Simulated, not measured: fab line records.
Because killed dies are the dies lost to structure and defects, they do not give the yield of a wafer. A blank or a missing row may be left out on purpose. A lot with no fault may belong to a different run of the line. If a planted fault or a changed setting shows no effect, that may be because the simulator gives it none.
Which tool did it? / flow nandHarc / 12 lots, 36 wafers sampled, at 6 steps of a route of 1159

## WHAT THE GAUGES SHOWED, per wafer
NHARC_P_GATE_INSPECT_28. Usual: 6 for rawDefectCount, sd 3.7.
lot=L923; measured=day 4 15:04; on=defectInspect-02; rawDefectCount=10 11 6; flag=
lot=L925; measured=day 5 10:26; on=defectInspect-02; rawDefectCount=5 5 4; flag=
lot=L926; measured=day 5 22:47; on=defectInspect-01; rawDefectCount=13 8 7; flag=
lot=L928; measured=day 5 23:10; on=defectInspect-02; rawDefectCount=16 14 7; flag=
lot=L927; measured=day 5 23:38; on=defectInspect-02; rawDefectCount=4 6 4; flag=
lot=L930; measured=day 6 17:31; on=defectInspect-01; rawDefectCount=8 1 6; flag=
lot=L931; measured=day 7 05:15; on=defectInspect-02; rawDefectCount=4 7 6; flag=
lot=L935; measured=day 8 14:16; on=defectInspect-01; rawDefectCount=10 6 8; flag=
lot=L943; measured=day 9 17:43; on=defectInspect-01; rawDefectCount=3 8 8; flag=
lot=L944; measured=day 9 23:05; on=defectInspect-02; rawDefectCount=3 4 4; flag=
lot=L945; measured=day 9 23:14; on=defectInspect-02; rawDefectCount=4 7 2; flag=
lot=L946; measured=day 10 10:20; on=defectInspect-02; rawDefectCount=4 7 7; flag=

NHARC_P_GATE_CD_MEAS_59 targets a cd of 720 nm. Usual: 720.9 nm for cdNm, sd 2.
lot=L923; measured=day 5 04:58; on=cdSem-01; cdNm (nm)=721.1 721.1 721.8; flag=
lot=L925; measured=day 6 03:13; on=cdSem-03; cdNm (nm)=722.5 720.1 720.0; flag=
lot=L926; measured=day 6 14:58; on=cdSem-01; cdNm (nm)=718.8 721.2 719.7; flag=
lot=L928; measured=day 6 12:52; on=cdSem-01; cdNm (nm)=722.1 721.3 720.6; flag=
lot=L927; measured=day 6 15:30; on=cdSem-02; cdNm (nm)=722.3 722.2 721.0; flag=
lot=L930; measured=day 7 06:56; on=cdSem-02; cdNm (nm)=721.5 722.4 722.8; flag=
lot=L931; measured=day 7 19:14; on=cdSem-03; cdNm (nm)=723.2 717.6 721.4; flag=
lot=L935; measured=day 9 03:55; on=cdSem-03; cdNm (nm)=777.5 777.8 779.0; flag=OFF
lot=L943; measured=day 10 07:16; on=cdSem-02; cdNm (nm)=721.0 722.1 722.6; flag=
lot=L944; measured=day 10 12:56; on=cdSem-01; cdNm (nm)=719.1 718.5 718.4; flag=
lot=L945; measured=day 10 13:57; on=cdSem-01; cdNm (nm)=720.5 725.3 720.3; flag=
lot=L946; measured=day 10 23:56; on=cdSem-01; cdNm (nm)=721.4 720.6 717.6; flag=

NHARC_END_SORT_01. Usual: killedAtArray 27, standard deviation 12; killedAtOther 0.5, standard deviation 0.9; killedAtPeriphery 3.7, standard deviation 2.7; killedDies 31, standard deviation 12; killedOpen 3.3, standard deviation 2; killedShort 2.0, standard deviation 1.4.
lot=L935; measured=day 26 01:56; on=prober-01; killedAtArray=15 10 19; killedAtOther=1 2 1; killedAtPeriphery=1 9 3; killedDies=17 21 23; killedOpen=4 4 10; killedShort=2 3 4; flag=

## TOOL THAT RAN EACH LOT (tool first, then ch and the chambers of the sampled wafers, then the start)
lot=L923; NHARC_P_GATE_ETCHBACK_37=rieDiel-11 ch 0,2,3, day 5 04:48 or earlier; NHARC_P_GATE_EXPOSE_56=krfScanner-03 ch 0, day 5 04:48; NHARC_P_GATE_DESCUM_61=rieDiel-08 ch 0,2,3, day 5 05:08
lot=L925; NHARC_P_GATE_ETCHBACK_37=rieDiel-11 ch 0,1,3, day 6 03:04 or earlier; NHARC_P_GATE_EXPOSE_56=krfScanner-02 ch 0, day 6 03:04; NHARC_P_GATE_DESCUM_61=rieDiel-11 ch 0,1, day 6 03:23
lot=L926; NHARC_P_GATE_ETCHBACK_37=rieDiel-11 ch 0,2,3, day 6 14:49 or earlier; NHARC_P_GATE_EXPOSE_56=krfScanner-03 ch 0, day 6 14:49; NHARC_P_GATE_DESCUM_61=rieDiel-13 ch 1,3, day 6 15:08
lot=L928; NHARC_P_GATE_ETCHBACK_37=rieDiel-13 ch 0,1,2, day 6 12:43 or earlier; NHARC_P_GATE_EXPOSE_56=krfScanner-03 ch 0, day 6 12:43; NHARC_P_GATE_DESCUM_61=rieDiel-13 ch 1,2,3, day 6 13:02
lot=L927; NHARC_P_GATE_ETCHBACK_37=rieDiel-11 ch 0,3, day 6 15:20 or earlier; NHARC_P_GATE_EXPOSE_56=krfScanner-01 ch 0, day 6 15:20; NHARC_P_GATE_DESCUM_61=rieDiel-11 ch 1,2,3, day 6 15:41
lot=L930; NHARC_P_GATE_ETCHBACK_37=rieDiel-13 ch 0,1,3, day 7 06:47 or earlier; NHARC_P_GATE_EXPOSE_56=krfScanner-01 ch 0, day 7 06:47; NHARC_P_GATE_DESCUM_61=rieDiel-13 ch 0,1,2, day 7 07:05
lot=L931; NHARC_P_GATE_ETCHBACK_37=rieDiel-13 ch 1,3, day 7 19:05 or earlier; NHARC_P_GATE_EXPOSE_56=krfScanner-01 ch 0, day 7 19:05; NHARC_P_GATE_DESCUM_61=rieDiel-13 ch 0,1,2, day 7 19:24
lot=L935; NHARC_P_GATE_ETCHBACK_37=rieDiel-08 ch 2,3, day 9 03:46 or earlier; NHARC_P_GATE_EXPOSE_56=krfScanner-03 ch 0, day 9 03:46; NHARC_P_GATE_DESCUM_61=rieDiel-13 ch 1,2,3, day 9 04:28
lot=L943; NHARC_P_GATE_ETCHBACK_37=rieDiel-13 ch 1,2,3, day 10 07:07 or earlier; NHARC_P_GATE_EXPOSE_56=krfScanner-03 ch 0, day 10 07:07; NHARC_P_GATE_DESCUM_61=rieDiel-08 ch 0,1,3, day 10 07:26
lot=L944; NHARC_P_GATE_ETCHBACK_37=rieDiel-13 ch 2,3, day 10 12:46 or earlier; NHARC_P_GATE_EXPOSE_56=krfScanner-01 ch 0, day 10 12:46; NHARC_P_GATE_DESCUM_61=rieDiel-08 ch 2,3, day 10 13:05
lot=L945; NHARC_P_GATE_ETCHBACK_37=rieDiel-13 ch 0,1,3, day 10 13:47 or earlier; NHARC_P_GATE_EXPOSE_56=krfScanner-03 ch 0, day 10 13:47; NHARC_P_GATE_DESCUM_61=rieDiel-08 ch 0,2,3, day 10 14:08
lot=L946; NHARC_P_GATE_ETCHBACK_37=rieDiel-13 ch 1,3, day 10 23:47 or earlier; NHARC_P_GATE_EXPOSE_56=krfScanner-01 ch 0, day 10 23:47; NHARC_P_GATE_DESCUM_61=rieDiel-13 ch 0,1,2, day 11 00:08
- NHARC_P_GATE_ETCHBACK_37: etches the open film in CHF3/O2, target depth 34.5 nm, time 17.2 s.
- NHARC_P_GATE_EXPOSE_56: exposes mask P PSD, target cd 720 nm.
- NHARC_P_GATE_DESCUM_61: chemistry O2, time 3 s.

## WHAT THE TOOLS THEMSELVES READ (means of the sampled wafers that have a number; where no wafer has one, the mark that the record gives instead)
NHARC_P_GATE_ETCHBACK_37. Usual: chf3FlowSccm 50.01 sccm, standard deviation 0.14; drypumpMotorCurrentA 5.7 A, standard deviation 0.47; oesProductAu 0.95 a.u., standard deviation 0.033; rfVppV 369.8 V, standard deviation 2.5; showerheadPlenumPTorr 2.36 Torr, standard deviation 0.1; throttleValvePct 20.573 %, standard deviation 0.0092.
lot=L923; tool=rieDiel-11; chf3FlowSccm (sccm)=49.80; drypumpMotorCurrentA (A)=5.6; oesProductAu (a.u.)=0.99; rfVppV (V)=368.1; showerheadPlenumPTorr (Torr)=2.33; throttleValvePct (%)=20.569; flag=
lot=L925; tool=rieDiel-11; chf3FlowSccm (sccm)=50.02; drypumpMotorCurrentA (A)=5.7; oesProductAu (a.u.)=0.93; rfVppV (V)=368.8; showerheadPlenumPTorr (Torr)=2.32; throttleValvePct (%)=20.574; flag=
lot=L926; tool=rieDiel-11; chf3FlowSccm (sccm)=49.90; drypumpMotorCurrentA (A)=5.6; oesProductAu (a.u.)=0.93; rfVppV (V)=368.5; showerheadPlenumPTorr (Torr)=2.32; throttleValvePct (%)=20.570; flag=
lot=L928; tool=rieDiel-13; chf3FlowSccm (sccm)=50.07; drypumpMotorCurrentA (A)=5.8; oesProductAu (a.u.)=0.94; rfVppV (V)=368.7; showerheadPlenumPTorr (Torr)=2.33; throttleValvePct (%)=20.571; flag=
lot=L927; tool=rieDiel-11; chf3FlowSccm (sccm)=50.04; drypumpMotorCurrentA (A)=5.2; oesProductAu (a.u.)=1.00; rfVppV (V)=368.1; showerheadPlenumPTorr (Torr)=2.29; throttleValvePct (%)=20.577; flag=
lot=L930; tool=rieDiel-13; chf3FlowSccm (sccm)=50.06; drypumpMotorCurrentA (A)=5.6; oesProductAu (a.u.)=0.93; rfVppV (V)=370.6; showerheadPlenumPTorr (Torr)=2.42; throttleValvePct (%)=20.570; flag=
lot=L931; tool=rieDiel-13; chf3FlowSccm (sccm)=50.05; drypumpMotorCurrentA (A)=5.9; oesProductAu (a.u.)=0.94; rfVppV (V)=371.9; showerheadPlenumPTorr (Torr)=2.46; throttleValvePct (%)=20.568; flag=
lot=L935; tool=rieDiel-08; chf3FlowSccm (sccm)=49.94; drypumpMotorCurrentA (A)=5.0; oesProductAu (a.u.)=0.99; rfVppV (V)=371.0; showerheadPlenumPTorr (Torr)=2.40; throttleValvePct (%)=20.574; flag=
lot=L943; tool=rieDiel-13; chf3FlowSccm (sccm)=49.93; drypumpMotorCurrentA (A)=6.0; oesProductAu (a.u.)=0.94; rfVppV (V)=370.1; showerheadPlenumPTorr (Torr)=2.39; throttleValvePct (%)=20.576; flag=
lot=L944; tool=rieDiel-13; chf3FlowSccm (sccm)=50.15; drypumpMotorCurrentA (A)=5.8; oesProductAu (a.u.)=0.94; rfVppV (V)=370.9; showerheadPlenumPTorr (Torr)=2.41; throttleValvePct (%)=20.573; flag=
lot=L945; tool=rieDiel-13; chf3FlowSccm (sccm)=49.96; drypumpMotorCurrentA (A)=5.6; oesProductAu (a.u.)=1.01; rfVppV (V)=370.5; showerheadPlenumPTorr (Torr)=2.41; throttleValvePct (%)=20.565; flag=
lot=L946; tool=rieDiel-13; chf3FlowSccm (sccm)=50.02; drypumpMotorCurrentA (A)=5.9; oesProductAu (a.u.)=0.93; rfVppV (V)=371.3; showerheadPlenumPTorr (Torr)=2.46; throttleValvePct (%)=20.575; flag=

NHARC_P_GATE_DESCUM_61. Usual: drypumpMotorCurrentA 5.6 A, standard deviation 0.49; oesProductAu 1.005 a.u., standard deviation 0.01; rfVppV 57.7 V, standard deviation 0.76; showerheadPlenumPTorr 1.89 Torr, standard deviation 0.089; throttleValvePct 11.309 %, standard deviation 0.0093.
lot=L923; tool=rieDiel-08; drypumpMotorCurrentA (A)=5.2; oesProductAu (a.u.)=1.003; rfVppV (V)=58.2; showerheadPlenumPTorr (Torr)=1.89; throttleValvePct (%)=11.307; flag=
lot=L925; tool=rieDiel-11; drypumpMotorCurrentA (A)=6.2; oesProductAu (a.u.)=0.994; rfVppV (V)=57.3; showerheadPlenumPTorr (Torr)=1.86; throttleValvePct (%)=11.306; flag=
lot=L926; tool=rieDiel-13; drypumpMotorCurrentA (A)=5.9; oesProductAu (a.u.)=1.007; rfVppV (V)=57.8; showerheadPlenumPTorr (Torr)=1.97; throttleValvePct (%)=11.310; flag=
lot=L928; tool=rieDiel-13; drypumpMotorCurrentA (A)=6.0; oesProductAu (a.u.)=1.014; rfVppV (V)=57.4; showerheadPlenumPTorr (Torr)=1.91; throttleValvePct (%)=11.313; flag=
lot=L927; tool=rieDiel-11; drypumpMotorCurrentA (A)=5.7; oesProductAu (a.u.)=0.998; rfVppV (V)=58.1; showerheadPlenumPTorr (Torr)=1.88; throttleValvePct (%)=11.308; flag=
lot=L930; tool=rieDiel-13; drypumpMotorCurrentA (A)=5.8; oesProductAu (a.u.)=1.012; rfVppV (V)=57.9; showerheadPlenumPTorr (Torr)=1.85; throttleValvePct (%)=11.308; flag=
lot=L931; tool=rieDiel-13; drypumpMotorCurrentA (A)=5.8; oesProductAu (a.u.)=1.000; rfVppV (V)=57.9; showerheadPlenumPTorr (Torr)=1.85; throttleValvePct (%)=11.311; flag=
lot=L935; tool=rieDiel-13; drypumpMotorCurrentA (A)=5.9; oesProductAu (a.u.)=1.003; rfVppV (V)=57.9; showerheadPlenumPTorr (Torr)=1.91; throttleValvePct (%)=11.313; flag=
lot=L943; tool=rieDiel-08; drypumpMotorCurrentA (A)=5.4; oesProductAu (a.u.)=1.000; rfVppV (V)=56.9; showerheadPlenumPTorr (Torr)=1.87; throttleValvePct (%)=11.313; flag=
lot=L944; tool=rieDiel-08; drypumpMotorCurrentA (A)=5.0; oesProductAu (a.u.)=1.001; rfVppV (V)=58.2; showerheadPlenumPTorr (Torr)=1.91; throttleValvePct (%)=11.318; flag=
lot=L945; tool=rieDiel-08; drypumpMotorCurrentA (A)=5.2; oesProductAu (a.u.)=0.998; rfVppV (V)=57.7; showerheadPlenumPTorr (Torr)=1.88; throttleValvePct (%)=11.309; flag=
lot=L946; tool=rieDiel-13; drypumpMotorCurrentA (A)=5.8; oesProductAu (a.u.)=1.006; rfVppV (V)=57.5; showerheadPlenumPTorr (Torr)=1.84; throttleValvePct (%)=11.304; flag=

## THE ANSWER, worked out from the rows above alone
Rule: a lot is off if the mean of its wafers that have a number lies more than 3 standard deviations from the usual mean. A lot without any number at a reading at which 4 lots or more have one is off too. Any other lot the step has rows for is counted as sound. First the gauges in route order, then the tools' own readings, where a lot's mean is used as printed above. The first step at which some lot is off is used, and at that step the reading that is off furthest; a lot without a number counts as furthest.
Off, at NHARC_P_GATE_CD_MEAS_59 on cdNm: L935.
A tool fits if, at a process step before that reading, it ran every lot that is off, and no sound lot after the first of them. Gauges at NHARC_P_GATE_CD_MEAS_59: tried the same way as those tools. Because NHARC_P_GATE_ETCHBACK_37 lacks a start for some lots, the hours and order of its lots are taken from NHARC_P_GATE_EXPOSE_56. This does not decide it: 2 tools fit, namely rieDiel-08 at NHARC_P_GATE_ETCHBACK_37 and cdSem-03 at NHARC_P_GATE_CD_MEAS_59.

## WHAT THE SIMULATOR HAD PUT IN
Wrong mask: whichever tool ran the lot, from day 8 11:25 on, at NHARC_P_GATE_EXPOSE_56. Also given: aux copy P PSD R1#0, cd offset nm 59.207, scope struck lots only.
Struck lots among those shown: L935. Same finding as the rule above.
